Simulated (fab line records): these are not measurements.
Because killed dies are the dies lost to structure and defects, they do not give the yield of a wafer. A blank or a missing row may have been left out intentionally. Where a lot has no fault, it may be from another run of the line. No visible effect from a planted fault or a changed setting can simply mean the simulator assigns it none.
Chamber matching | flow nandHarc | aldHk-02 running NHARC_A_CHANNEL_FILL_D1_ALD_25: 4 sister chambers
The step deposits SiOx, target thk 60 nm, pulse time 10 s, ald cycles 600. 7 wafers are shown with their chamber, then 8 later ones without.

## WAFERS PAIRED WITH THEIR CHAMBERS
wafer  | chamber | heaterPowerW (W) | precursorPulseHeightRel
L079.1 | 1       | 511              | 0.999
L079.2 | 2       | 501              | 0.959
L084.3 | 1       | 495              | 0.997
L084.2 | 3       | 481              | 0.989
L089.5 | 0       | 451              | 0.984
L089.6 | 3       | 486              | 0.999
L087.4 | 0       | 440              | 0.997

## WAFERS WITHOUT THEIR CHAMBER
wafer  | heaterPowerW (W) | precursorPulseHeightRel
L087.5 | 521              | 1.029
L087.6 | 493              | 0.997
L093.3 | 438              | 1.005
L093.2 | 497              | 1.030
L093.6 | 477              | 1.004
L096.4 | 490              | 1.006
L096.5 | 507              | 0.983
L096.6 | 516              | 1.033

## EACH ONE'S CHAMBER
wafer  | from the rows above          | in truth
L087.5 | can't be placed: 1 or 3      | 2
L087.6 | can't be placed: 1 or 3      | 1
L093.3 | 0                            | 0
L093.2 | can't be placed: 1 or 3      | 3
L093.6 | can't be placed: 3 or 1      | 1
L096.4 | can't be placed: 3 or 1      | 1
L096.5 | can't be placed: 1 or 3 or 2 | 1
L096.6 | can't be placed: 1 or 3      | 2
Correct placement for 1 of the 8. Not placeable from these rows: 7 (in 5, the candidates include the true chamber). Number placed wrongly: 0.
How it was worked out, from the rows above alone: a wafer's distance from a chamber is the root of the sum, over the readings, of the square of ((its reading less the chamber's mean) divided by the reading's scatter). If the next closest chamber is less than 2 further off than the closest, the wafer can't be placed; otherwise it belongs to the closest. A chamber's mean is the mean of its shown wafers. How the scatter is found: for the shown wafers, subtract from each reading the mean of its chamber, square and add these, divide the total by (wafers less chambers), then take the root.
